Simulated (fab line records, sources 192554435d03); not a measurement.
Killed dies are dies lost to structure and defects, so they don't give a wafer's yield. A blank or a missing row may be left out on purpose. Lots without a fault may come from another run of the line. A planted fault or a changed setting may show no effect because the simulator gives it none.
fab line records | flow n5_finfet
record lots=24 wafers=72 last_day=18
route steps=1938 shown STI_FIN_REVEAL@196 DUMMY_GATE@218
lots that met no fault: from a run of the same line without faults
start_h: hours from the record's first day to the start of the lot's first wafer shown | wait_h: hours since the lot's step before | " the same as in the row above | L1.1+2: a row that stands for several wafers | - no value, or no start given | * or withheld: withheld | < > ~ a bound
route shown NAME@n: a module of which the file shows steps, and the number in the route of the first | usual: mean/standard deviation of fault-free wafers | same: alike in all rows | chamber/n: place in a boat | sites: the reading at each site | _std_site: their standard deviation | _edge_site: outer sites' mean less inner sites' | radius_mm: how far each site lies from the wafer's centre | mask NAME#n: copy n | behind: the tool/chamber that last shaped the wafer | hold: why the lot was held/for how many hours/how that ended | device: the transistor (n, p or np) that didn't switch | end of line: the same wafers' tests at the end of the route | a step without rows: its recipe alone | killed: dies lost to structure and defects at the first sort, not the wafer's yield | map: a wafer's dies, x killed, . not, _ none there
set.NAME: the setting as run; set.NAME@STEP: as run at that earlier step | model.NAME: the simulator's own value behind a step, which no gauge read
steps of the route over a sample of lots; a table a step, a row a wafer
services: from which hour (start_h, from the record's first day; less than 0 if before it) a tool's chamber was out of use, for how many hours, and why
## steps
# step N5_STI_FIN_REVEAL_RECESS_09
# recipe chemistry=HF/NH3 target=SiO2 afs_cycles=11 target_depth_a=425 temp_c=30 sublimation_temp_c=180 sublimation_time_s=60
# usual drypump_motor_current_A=5.7/0.51 sublimation_temp_c=180.00/0.17
# columns lot.wafer tool chamber start_h wait_h drypump_motor_current_A sublimation_temp_c
L074.3 vapor_etch-02 1 34.30 0.6 6.3 180.07
L074.4 " 0 " " 6.0 180.38
L074.5 " 0 " " 6.0 180.09
L075.2 vapor_etch-02 0 41.75 0.0 6.0 179.97
L075.5 " 0 42.81 1.1 6.0 179.83
L075.6 " 1 " " 6.3 179.90
L076.1 vapor_etch-02 1 56.42 0.0 6.2 180.22
L076.4 " 0 " " 6.0 180.11
L076.6 " 0 " " 6.0 180.42
L077.3 vapor_etch-02 0 59.41 0.6 6.0 179.73
L077.5 " 1 " " 6.3 179.77
L077.6 " 0 " " 6.0 179.87
L078.1 vapor_etch-01 1 64.86 0.0 5.5 180.20
L078.2 " 0 " " 4.9 179.90
L078.5 " 0 65.92 1.1 4.9 179.79
L079.3 vapor_etch-02 1 66.47 0.7 6.3 180.00
L079.4 " 0 " " 5.9 179.82
L079.6 " 1 " " 6.3 180.18
L080.3 vapor_etch-02 0 70.55 0.6 6.0 180.04
L080.4 " 1 " " 6.3 180.12
L080.5 " 1 " " 6.3 180.24
L081.1 vapor_etch-02 0 76.40 0.0 6.0 180.03
L081.5 " 1 77.46 1.1 6.3 180.28
L081.6 " 0 " " 6.0 180.11
L082.2 vapor_etch-02 1 82.66 0.0 6.2 179.74
L082.3 " 0 " " 6.0 179.91
L082.6 " 0 " " 6.0 179.80
L083.2 vapor_etch-02 1 91.15 0.0 6.3 179.96
L083.5 " 0 92.21 1.1 6.0 179.69
L083.6 " 1 " " 6.3 180.05
L084.1 vapor_etch-01 1 94.12 0.0 5.5 179.81
L084.3 " 1 " " 5.5 180.14
L084.4 " 0 " " 4.9 180.02
L085.1 vapor_etch-01 0 103.63 0.0 4.9 180.07
L085.4 " 1 " " 5.5 180.11
L085.6 " 0 " " 4.9 179.69
L086.1 vapor_etch-01 0 111.69 0.0 4.9 180.11
L086.3 " 1 " " 5.4 180.12
L086.5 " 0 " " 4.9 179.62
L087.1 vapor_etch-01 0 118.27 0.0 4.9 180.01
L087.4 " 1 " " 5.5 180.17
L087.5 " 0 " " 4.9 179.74
L088.1 vapor_etch-01 0 120.55 0.0 4.9 180.14
L088.3 " 0 " " 4.9 179.80
L088.4 " 1 " " 5.5 180.14
L089.1 vapor_etch-01 1 125.19 0.0 5.5 180.11
L089.4 " 1 " " 5.5 179.88
L089.5 " 0 " " 5.0 179.79
L090.1 vapor_etch-01 0 131.71 0.3 4.9 180.01
L090.2 " 1 " " 5.5 179.94
L090.5 " 0 132.77 1.4 4.9 180.03
L091.2 vapor_etch-01 1 137.36 0.0 5.5 179.73
L091.3 " 0 " " 4.9 179.92
L091.6 " 0 " " 4.9 180.16
L092.2 vapor_etch-01 1 143.79 0.0 5.5 179.84
L092.3 " 1 " " 5.5 180.02
L092.4 " 0 " " 4.9 179.67
L093.1 vapor_etch-02 0 149.95 0.0 6.0 180.17
L093.3 " 1 " " 6.3 180.45
L093.6 " 1 " " 6.3 180.29
L094.2 vapor_etch-02 0 153.58 0.0 6.0 180.25
L094.3 " 1 " " 6.3 180.22
L094.5 " 1 " " 6.3 180.18
L095.1 vapor_etch-01 1 160.80 0.0 5.5 180.07
L095.3 " 1 " " 5.5 179.91
L095.4 " 0 " " 4.9 180.20
L096.1 vapor_etch-02 1 168.67 0.0 6.3 180.06
L096.3 " 0 " " 6.0 180.02
L096.5 " 0 " " 6.0 179.91
L097.1 vapor_etch-01 1 172.41 0.0 5.5 180.19
L097.3 " 0 " " 5.0 180.09
L097.5 " 1 " " 5.5 180.18
# step N5_STI_FIN_REVEAL_OXIDATION_31
# recipe chemistry=O2_PLASMA_REMOTE temp_c=150 time_s=20 pressure_mtorr=1000 source_power_w=2000 o2_flow_sccm=3000
# usual drypump_motor_current_A=5.74/0.28 heater_power_w=143/6.3
# columns lot.wafer tool chamber start_h wait_h drypump_motor_current_A heater_power_w rf_hours_counter_h
L074.3 plasma_asher-01 1 35.94 0.1 5.84 154 -
L074.4 " 0 " " 6.01 143 -
L074.5 " 0 " " 6.02 140 -
L075.2 plasma_asher-02 1 43.93 0.1 5.96 150 32
L075.5 " 0 " " 5.36 133 -
L075.6 " 1 " " 5.95 147 -
L076.1 plasma_asher-02 0 58.57 0.0 5.38 133 35
L076.4 " 0 " " 5.37 135 -
L076.6 " 1 " " 5.97 148 -
L077.3 plasma_asher-02 1 61.05 0.1 5.98 150 -
L077.5 " 1 " " 5.98 148 -
L077.6 " 0 " " 5.35 135 -
L078.1 plasma_asher-02 0 67.01 0.0 5.35 136 36
L078.2 " 1 " " 5.95 148 36
L078.5 " 0 " " 5.37 135 -
L079.3 plasma_asher-02 0 68.11 0.1 5.40 138 -
L079.4 " 1 " " 5.99 147 -
L079.6 " 1 " " 5.99 147 -
L080.3 plasma_asher-02 0 72.22 0.1 5.36 134 -
L080.4 " 1 " " 5.95 149 -
L080.5 " 1 " " 5.97 150 -
L081.1 plasma_asher-02 0 78.56 0.0 5.39 134 38
L081.5 " 1 " " 5.95 148 -
L081.6 " 0 " " 5.38 136 -
L082.2 plasma_asher-02 1 84.82 0.0 5.94 149 38
L082.3 " 1 " " 5.96 149 -
L082.6 " 0 " " 5.36 138 -
L083.2 plasma_asher-02 1 93.30 0.0 6.01 146 40
L083.5 " 1 " " 5.99 148 -
L083.6 " 0 " " 5.34 138 -
L084.1 plasma_asher-02 1 96.28 0.0 5.96 151 41
L084.3 " 1 " " 5.99 146 -
L084.4 " 0 " " 5.35 133 -
L085.1 plasma_asher-01 1 105.78 0.0 5.81 147 89
L085.4 " 0 " " 6.02 143 -
L085.6 " 0 " " 5.98 143 -
L086.1 plasma_asher-01 1 113.90 0.0 5.81 150 92
L086.3 " 0 " " 6.02 144 -
L086.5 " 0 " " 6.00 141 -
L087.1 plasma_asher-02 1 120.42 0.0 5.98 146 46
L087.4 " 0 " " 5.35 134 -
L087.5 " 0 " " 5.37 141 -
L088.1 plasma_asher-02 1 122.71 0.0 5.96 153 47
L088.3 " 1 " " 5.98 147 -
L088.4 " 0 " " 5.36 136 -
L089.1 plasma_asher-02 1 127.34 0.0 5.98 151 49
L089.4 " 1 " " 5.99 148 -
L089.5 " 1 " " 5.96 150 -
L090.1 plasma_asher-02 0 133.86 0.0 5.35 139 50
L090.2 " 1 " " 5.97 148 50
L090.5 " 0 " " 5.37 139 -
L091.2 plasma_asher-01 0 139.51 0.0 6.01 143 97
L091.3 " 1 " " 5.80 151 -
L091.6 " 1 " " 5.81 146 -
L092.2 plasma_asher-02 0 145.94 0.0 5.37 135 52
L092.3 " 1 " " 5.94 152 -
L092.4 " 0 " " 5.36 135 -
L093.1 plasma_asher-01 0 152.11 0.0 6.02 147 99
L093.3 " 1 " " 5.82 147 -
L093.6 " 1 " " 5.82 151 -
L094.2 plasma_asher-02 0 155.74 0.0 5.37 138 53
L094.3 " 1 " " 5.98 155 -
L094.5 " 0 " " 5.40 136 -
L095.1 plasma_asher-01 1 162.97 0.1 5.80 147 101
L095.3 " 0 " " 6.02 143 -
L095.4 " 1 " " 5.83 143 -
L096.1 plasma_asher-01 0 170.82 0.0 6.00 142 103
L096.3 " 0 " " 6.01 142 -
L096.5 " 0 " " 6.01 143 -
L097.1 plasma_asher-02 1 174.57 0.0 5.97 151 58
L097.3 " 1 " " 5.99 148 -
L097.5 " 1 " " 5.98 147 -
# step N5_STI_FIN_REVEAL_CD_MEAS_22
# recipe target_cd_nm=6.238 pitch_nm=28 polarity=line
# usual cd_nm=6.22/0.25
# columns lot.wafer tool chamber start_h wait_h cd_nm
L074.3 cd_sem-02 - 36.44 0.0 6.30
L074.4 " - " " 6.13
L074.5 " - " " 6.24
L075.2 cd_sem-03 - 44.44 0.0 6.10
L075.5 " - " " 6.08
L075.6 " - " " 6.63
L076.1 cd_sem-02 - 59.10 0.0 5.84
L076.4 " - " " 6.25
L076.6 " - " " 5.95
L077.3 cd_sem-02 - 61.56 0.0 6.42
L077.5 " - " " 6.23
L077.6 " - " " 6.41
L078.1 cd_sem-01 - 67.54 0.0 6.05
L078.2 " - " " 6.25
L078.5 " - " " 6.70
L079.3 cd_sem-03 - 68.62 0.0 6.11
L079.4 " - " " 6.13
L079.6 " - " " 6.18
L080.3 cd_sem-02 - 72.72 0.0 6.40
L080.4 " - " " 6.71
L080.5 " - " " 6.57
L081.1 cd_sem-02 - 79.07 0.0 5.91
L081.5 " - " " 6.73
L081.6 " - " " 6.08
L082.2 cd_sem-01 - 85.34 0.0 5.94
L082.3 " - " " 5.87
L082.6 " - " " 6.12
L083.2 cd_sem-01 - 93.82 0.0 6.17
L083.5 " - " " 6.20
L083.6 " - " " 6.34
L084.1 cd_sem-02 - 96.81 0.0 5.72
L084.3 " - " " 5.89
L084.4 " - " " 6.85
L085.1 cd_sem-02 - 106.30 0.0 6.07
L085.4 " - " " 6.19
L085.6 " - " " 6.04
L086.1 cd_sem-02 - 114.42 0.0 6.13
L086.3 " - " " 6.19
L086.5 " - " " 6.05
L087.1 cd_sem-01 - 120.93 0.0 6.46
L087.4 " - " " 6.55
L087.5 " - " " 6.55
L088.1 cd_sem-03 - 123.22 0.0 6.31
L088.3 " - " " 6.52
L088.4 " - " " 6.38
L089.1 cd_sem-02 - 127.86 0.0 6.54
L089.4 " - " " 6.27
L089.5 " - " " 6.47
L090.1 cd_sem-01 - 134.38 0.0 6.38
L090.2 " - " " 6.24
L090.5 " - " " 6.43
L091.2 cd_sem-03 - 140.03 0.0 6.19
L091.3 " - " " 5.85
L091.6 " - " " 6.46
L092.2 cd_sem-02 - 146.46 0.0 6.21
L092.3 " - " " 5.79
L092.4 " - " " 6.24
L093.1 cd_sem-02 - 152.64 0.0 6.12
L093.3 " - " " 5.96
L093.6 " - " " 6.05
L094.2 cd_sem-02 - 156.25 0.0 6.11
L094.3 " - " " 6.43
L094.5 " - " " 6.42
L095.1 cd_sem-03 - 163.48 0.0 6.35
L095.3 " - " " 6.43
L095.4 " - " " 6.25
L096.1 cd_sem-01 - 171.34 0.0 6.62
L096.3 " - " " 6.34
L096.5 " - " " 6.49
L097.1 cd_sem-02 - 175.09 0.0 6.36
L097.3 " - " " 5.88
L097.5 " - " " 6.11
# step N5_DUMMY_GATE_CMP_04
# recipe material=a-Si post_cmp_clean=alkaline_brush
# usual motor_current_A=9.8/0.77 time_to_endpoint_s=14.7/2
# columns lot.wafer tool chamber start_h wait_h motor_current_A time_to_endpoint_s
L074.4 cmp-01 2 40.50 0.0 9.4 13.7
L074.3 " 1 " " 10.0 15.8
L074.5 " 2 " " 9.9 16.6
L075.2 cmp-01 2 49.09 0.5 9.8 11.5
L075.5 " 1 " " 9.6 15.0
L075.6 " 2 " " 9.8 14.2
L076.1 cmp-01 1 64.00 0.8 10.0 15.8
L076.4 " 3 " " 8.1 12.7
L076.6 " 1 " " 9.8 15.5
L077.3 cmp-01 1 67.99 0.6 9.9 15.1
L077.5 " 1 " " 9.7 15.4
L077.6 " 2 " " 9.7 14.3
L078.2 cmp-03 1 71.59 0.0 9.3 15.7
L078.1 " 2 " " 9.4 14.3
L078.5 " 2 " " 9.6 12.7
L079.3 cmp-01 1 75.40 0.2 10.3 17.0
L079.4 " 2 " " 10.0 18.9
L079.6 " 1 " " 9.5 17.2
L080.4 cmp-03 0 79.32 0.4 9.8 11.4
L080.3 " 2 " " 9.3 15.2
L080.5 " 3 " " 10.8 13.8
L081.1 cmp-03 1 85.16 0.1 9.0 18.8
L081.6 " 3 " " 10.5 17.1
L081.5 " 0 " " 9.8 15.3
L082.3 cmp-03 1 89.42 0.1 8.7 16.8
L082.2 " 2 " " 9.3 15.9
L082.6 " 1 " " 8.9 17.2
L083.2 cmp-02 0 98.86 0.1 11.4 16.4
L083.5 " 2 " " 9.9 14.0
L083.6 " 3 " " 9.2 11.2
L084.4 cmp-03 3 102.00 0.0 10.4 14.0
L084.1 " 1 " " 9.3 15.4
L084.3 " 2 " " 9.3 15.6
L085.4 cmp-03 3 111.17 0.2 10.4 13.6
L085.1 " 0 " " 9.6 11.0
L085.6 " 3 " " 10.5 11.0
L086.3 cmp-02 1 118.57 0.1 10.4 15.0
L086.1 " 2 " " 10.9 15.2
L086.5 " 0 " " 10.3 14.8
L087.1 cmp-02 2 125.51 0.1 11.1 16.0
L087.4 " 3 " " 9.4 14.9
L087.5 " 1 " " 10.6 14.6
L088.4 cmp-01 1 128.40 0.0 9.8 15.0
L088.3 " 2 " " 10.0 13.5
L088.1 " 0 " " 9.3 15.4
L089.1 cmp-02 0 132.17 0.1 10.9 17.1
L089.4 " 1 " " 10.2 15.3
L089.5 " 0 " " 10.3 15.9
L090.1 cmp-02 3 143.55 0.1 8.9 14.6
L090.2 " 0 " " 10.5 15.0
L090.5 " 2 " " 10.6 17.3
L091.2 cmp-02 3 149.05 0.1 9.5 12.1
L091.3 " 0 " " 10.3 17.7
L091.6 " 1 " " 10.7 14.8
L092.4 cmp-03 2 151.95 0.1 9.6 14.1
L092.3 " 0 " " 10.5 14.5
L092.2 " 1 " " 8.6 11.4
L093.3 cmp-03 1 158.86 0.0 9.2 13.0
L093.1 " 2 " " 9.8 15.5
L093.6 " 2 " " 9.5 15.7
L094.2 cmp-01 3 160.34 0.1 8.0 8.5
L094.3 " 1 " " 9.3 11.3
L094.5 " 3 " " 7.8 10.3
L095.1 cmp-02 1 167.74 0.0 10.4 14.8
L095.4 " 2 " " 10.6 15.2
L095.3 " 3 " " 8.7 14.0
L096.1 cmp-02 3 175.39 0.0 9.0 13.9
L096.3 " 1 " " 10.0 15.1
L096.5 " 0 " " 10.6 15.6
L097.1 cmp-02 0 179.19 0.1 10.5 18.1
L097.3 " 2 " " 10.6 16.7
L097.5 " 0 " " 11.0 17.8
# step N5_DUMMY_GATE_ETCH_31
# recipe chemistry=C4F6/O2 target=SiO2 mask_material=SOC target_depth_a=825 time_s=27.5 ion_energy_ev=250 pressure_mtorr=30 source_w=345 bias_w=185 Ar_flow_sccm=300 C4F6_flow_sccm=10 O2_flow_sccm=10
# usual drypump_motor_current_A=5.9/0.42 oes_product_au=0.76/0.063 rf_vpp_V=667/11 showerhead_plenum_p_Torr=2.86/0.11 throttle_valve_pct=21.16/0.25
# columns lot.wafer tool chamber start_h wait_h drypump_motor_current_A oes_product_au rf_hours_counter_h rf_vpp_V showerhead_plenum_p_Torr throttle_valve_pct
L074.3 rie_diel-05 3 45.62 0.0 5.8 0.74 148 665 2.98 21.33
L074.4 " 2 " " 5.6 0.70 197 684 2.93 21.25
L074.5 " 3 " " 5.8 0.74 - 665 2.98 21.33
L075.2 rie_diel-05 2 54.20 0.0 5.6 0.69 200 684 2.93 21.26
L075.5 " 2 " " 5.6 0.70 - 684 2.93 21.26
L075.6 " 3 " " 5.8 0.73 - 666 2.98 21.34
L076.1 rie_diel-06 2 69.10 0.0 6.3 0.73 165 667 2.84 21.01
L076.4 " 3 " " 6.3 0.83 55 660 2.90 21.15
L076.6 " 2 " " 6.3 0.73 - 668 2.84 21.01
L077.3 rie_diel-05 0 73.13 0.1 5.5 0.78 102 683 2.75 21.33
L077.5 " 2 " " 5.6 0.70 - 684 2.92 21.26
L077.6 " 1 " " 6.1 0.72 - 658 2.73 20.85
L078.1 rie_diel-06 1 76.98 0.0 5.9 0.93 8 669 2.93 21.16
L078.2 " 2 " " 6.4 0.74 168 667 2.84 21.01
L078.5 " 1 " " 5.9 0.93 - 667 2.93 21.14
L079.3 rie_diel-01 0 81.09 0.1 5.4 0.88 40 661 3.02 21.23
L079.4 " 1 " " 6.3 0.82 121 685 2.98 20.73
L079.6 " 3 " " 5.8 0.73 - 661 2.96 21.04
L080.3 rie_diel-05 3 84.93 0.0 5.8 0.74 159 666 2.98 21.37
L080.4 " 0 " " 5.6 0.78 106 682 2.75 21.34
L080.5 " 1 " " 6.1 0.72 - 658 2.73 20.85
L081.1 rie_diel-05 1 90.20 0.0 6.1 0.72 189 657 2.73 20.82
L081.5 " 0 " " 5.5 0.78 - 681 2.75 21.33
L081.6 " 1 " " 6.1 0.71 - 658 2.73 20.83
L082.2 rie_diel-06 2 94.49 0.0 6.4 0.73 173 667 2.84 21.02
L082.3 " 1 " " 5.9 0.91 14 668 2.93 21.17
L082.6 " 0 " " 4.9 0.69 - 657 2.71 21.72
L083.2 rie_diel-01 0 104.01 0.0 5.5 0.86 47 660 3.02 21.23
L083.5 " 1 " " 6.3 0.81 - 685 2.98 20.73
L083.6 " 2 " " 6.4 0.74 - 650 2.73 20.95
L084.1 rie_diel-06 1 107.21 0.0 5.9 0.90 19 667 2.93 21.17
L084.3 " 0 " " 4.9 0.69 227 659 2.71 21.72
L084.4 " 2 " " 6.3 0.72 178 667 2.83 21.04
L085.1 rie_diel-05 0 116.23 0.0 5.5 0.77 116 682 2.75 21.34
L085.4 " 1 " " 6.1 0.71 198 659 2.72 20.85
L085.6 " 2 " " 5.7 0.69 - 683 2.92 21.30
L086.1 rie_diel-01 0 125.70 0.0 5.5 0.84 55 662 3.01 21.25
L086.3 " 1 " " 6.3 0.80 135 686 2.98 20.75
L086.5 " 2 " " 6.3 0.74 - 652 2.73 20.97
L087.1 rie_diel-06 0 130.70 0.0 4.9 0.69 233 659 2.71 21.73
L087.4 " 1 " " 5.9 0.89 25 666 2.92 21.18
L087.5 " 1 " " 5.8 0.89 - 667 2.93 21.18
L088.1 rie_diel-06 2 136.84 0.1 6.4 0.72 186 668 2.83 21.05
L088.3 " 3 " " 6.3 0.81 74 661 2.89 21.18
L088.4 " 0 " " 4.9 0.68 235 658 2.71 21.75
L089.1 rie_diel-01 2 140.71 0.0 6.4 0.73 162 651 2.73 20.98
L089.4 " 0 " " 5.6 0.84 59 663 3.01 21.27
L089.5 " 1 " " 6.3 0.79 - 686 2.97 20.75
L090.1 rie_diel-06 1 149.20 0.0 5.9 0.88 32 668 2.92 21.20
L090.2 " 2 " " 6.4 0.72 191 667 2.83 21.07
L090.5 " 3 " " 6.3 0.81 - 659 2.89 21.18
L091.2 rie_diel-05 1 156.29 0.0 6.1 0.71 211 659 2.72 20.88
L091.3 " 0 " " 5.5 0.77 128 682 2.74 21.36
L091.6 " 3 " " 5.8 0.72 - 665 2.97 21.38
L092.2 rie_diel-05 0 157.05 0.0 5.6 0.76 128 681 2.74 21.37
L092.3 " 2 " " 5.6 0.68 231 684 2.91 21.30
L092.4 " 1 " " 6.1 0.71 211 656 2.72 20.88
L093.1 rie_diel-01 3 164.10 0.1 5.7 0.72 193 660 2.94 21.09
L093.3 " 2 " " 6.4 0.74 170 649 2.73 20.98
L093.6 " 0 " " 5.5 0.83 - 661 3.01 21.29
L094.2 rie_diel-01 2 165.72 0.0 6.4 0.74 171 649 2.73 21.00
L094.3 " 3 " " 5.7 0.72 193 661 2.94 21.10
L094.5 " 1 " " 6.3 0.79 - 688 2.97 20.77
L095.1 rie_diel-01 3 172.86 0.0 5.7 0.72 195 659 2.94 21.09
L095.3 " 0 " " 5.5 0.82 70 661 3.01 21.30
L095.4 " 1 " " 6.3 0.79 151 686 2.97 20.78
L096.1 rie_diel-05 0 182.44 0.0 5.5 0.75 134 682 2.74 21.36
L096.3 " 3 " " 5.8 0.72 186 664 2.97 21.39
L096.5 " 2 " " 5.6 0.67 - 683 2.91 21.31
L097.1 rie_diel-06 0 184.37 0.0 4.9 0.68 250 656 2.70 21.76
L097.3 " 3 " " 6.3 0.81 88 660 2.88 21.21
L097.5 " 1 " " 5.9 0.86 - 668 2.92 21.22
# step N5_DUMMY_GATE_ETCH_23
# recipe chemistry=HBr/Cl2/O2 HBr_flow_sccm=150 Cl2_flow_sccm=80 O2_flow_sccm=12 bias_w=102 target_depth_a=410 time_s=22.3 target=poly-Si mask_material=SiO2 pressure_mtorr=10 icp_w=800
# usual drypump_motor_current_A=5.5/0.49 oes_product_au=1.006/0.024 throttle_valve_pct=37.3/0.34
# columns lot.wafer tool chamber start_h wait_h drypump_motor_current_A oes_product_au rf_hours_counter_h throttle_valve_pct
L074.3 rie_si-05 0 45.90 0.0 5.7 1.027 181 37.5
L074.4 " 3 " " 5.4 0.984 73 37.2
L074.5 " 0 " " 5.7 1.035 - 37.5
L075.2 rie_si-05 1 54.48 0.0 6.3 1.030 41 37.2
L075.5 " 2 " " 5.0 0.993 - 37.4
L075.6 " 1 " " 6.3 1.034 - 37.2
L076.1 rie_si-05 3 69.38 0.0 5.4 0.964 74 37.2
L076.4 " 2 " " 5.1 0.989 127 37.4
L076.6 " 1 " " 6.3 1.029 - 37.2
L077.3 rie_si-01 2 73.41 0.0 5.0 0.970 93 36.8
L077.5 " 0 " " 5.7 1.008 - 37.3
L077.6 " 1 " " 5.8 0.965 - 38.0
L078.1 rie_si-04 2 77.26 0.0 4.9 1.018 6 36.9
L078.2 " 3 " " 5.1 1.041 73 37.4
L078.5 " 3 " " 5.1 1.035 - 37.4
L079.3 rie_si-04 1 81.37 0.0 4.9 0.988 19 37.6
L079.4 " 3 " " 5.1 1.037 73 37.4
L079.6 " 0 " " 5.7 1.005 - 37.2
L080.3 rie_si-04 0 85.21 0.0 5.7 1.001 85 37.2
L080.4 " 3 " " 5.1 1.024 73 37.4
L080.5 " 1 " " 4.9 0.980 - 37.6
L081.1 rie_si-04 0 90.48 0.0 5.7 1.014 85 37.2
L081.5 " 2 " " 5.0 1.022 - 36.9
L081.6 " 1 " " 4.9 0.978 - 37.6
L082.2 rie_si-05 2 94.77 0.0 5.1 0.986 128 37.4
L082.3 " 0 " " 5.7 1.024 182 37.5
L082.6 " 2 " " 5.1 0.983 - 37.4
L083.2 rie_si-04 2 104.29 0.0 4.9 1.027 7 36.9
L083.5 " 1 " " 4.9 0.977 - 37.6
L083.6 " 2 " " 5.0 1.023 - 36.9
L084.1 rie_si-01 3 107.49 0.0 6.3 1.014 58 36.9
L084.3 " 0 " " 5.7 1.013 128 37.3
L084.4 " 1 " " 5.8 0.968 84 38.0
L085.1 rie_si-01 3 116.51 0.0 6.3 1.027 58 36.9
L085.4 " 0 " " 5.8 1.025 128 37.3
L085.6 " 2 " " 5.0 0.974 - 36.8
L086.1 rie_si-04 3 125.98 0.0 5.1 1.046 74 37.4
L086.3 " 2 " " 4.9 1.039 7 36.9
L086.5 " 1 " " 4.9 0.978 - 37.6
L087.1 rie_si-01 0 130.97 0.0 5.7 1.021 128 37.3
L087.4 " 3 " " 6.3 1.016 58 36.9
L087.5 " 0 " " 5.7 1.016 - 37.3
L088.1 rie_si-04 2 137.12 0.0 4.9 1.027 7 36.9
L088.3 " 1 " " 4.9 0.974 20 37.6
L088.4 " 0 " " 5.7 1.007 85 37.2
L089.1 rie_si-01 2 140.98 0.0 5.0 0.970 94 36.8
L089.4 " 0 " " 5.8 1.006 128 37.3
L089.5 " 0 " " 5.7 1.006 - 37.3
L090.1 rie_si-05 0 149.48 0.0 5.7 1.033 182 37.5
L090.2 " 2 " " 5.0 0.998 129 37.4
L090.5 " 0 " " 5.7 1.031 - 37.5
L091.2 rie_si-05 3 156.56 0.0 5.4 0.978 76 37.2
L091.3 " 1 " " 6.3 1.029 43 37.2
L091.6 " 1 " " 6.3 1.031 - 37.2
L092.2 rie_si-01 1 157.33 0.0 5.8 0.976 85 38.1
L092.3 " 2 " " 5.0 0.984 94 36.8
L092.4 " 0 " " 5.7 1.022 129 37.3
L093.1 rie_si-01 3 164.38 0.0 6.3 1.021 59 36.9
L093.3 " 1 " " 5.8 0.980 85 38.0
L093.6 " 0 " " 5.8 1.034 - 37.3
L094.2 rie_si-04 1 165.99 0.0 4.9 0.982 21 37.6
L094.3 " 2 " " 4.9 1.022 8 36.9
L094.5 " 2 " " 5.0 1.025 - 36.9
L095.1 rie_si-04 3 173.14 0.0 5.1 1.044 74 37.4
L095.3 " 1 " " 4.9 0.983 21 37.6
L095.4 " 0 " " 5.7 1.014 86 37.2
L096.1 rie_si-05 3 182.72 0.0 5.4 0.967 76 37.2
L096.3 " 1 " " 6.3 1.023 43 37.2
L096.5 " 1 " " 6.3 1.035 - 37.2
L097.1 rie_si-01 0 184.65 0.0 5.8 1.027 129 37.3
L097.3 " 2 " " 5.0 0.989 95 36.8
L097.5 " 1 " " 5.8 0.981 - 38.0
## services
# columns tool chamber start_h hours kind
rie_diel-05 1 11.95 6.9 repair
rie_si-05 - 13.27 0.1 repair
cmp-03 - 13.69 1.1 repair
rie_diel-05 - 16.27 0.5 repair
rie_si-05 - 21.03 15.6 pm
cmp-03 - 22.97 1.1 repair
rie_diel-06 3 29.32 3.4 repair
cmp-02 - 29.83 40.4 repair
vapor_etch-01 - 29.98 0.2 repair
rie_si-04 1 34.89 4.4 repair
rie_diel-06 3 35.01 4.2 repair
cmp-03 - 38.31 16.6 pm
rie_si-04 - 43.06 14.6 pm
cmp-03 - 58.54 4.0 pm
plasma_asher-02 - 63.04 2.8 pm
cmp-03 - 66.86 2.4 repair
cmp-01 - 78.45 4.0 pm
rie_si-01 - 82.98 15.6 pm
rie_diel-06 3 91.32 4.9 repair
cmp-03 - 112.51 3.3 repair
rie_diel-06 2 124.88 3.2 repair
rie_diel-05 0 157.45 2.8 repair
cmp-03 - 165.20 3.8 pm
vapor_etch-02 0 174.20 6.3 repair
## key
fault none
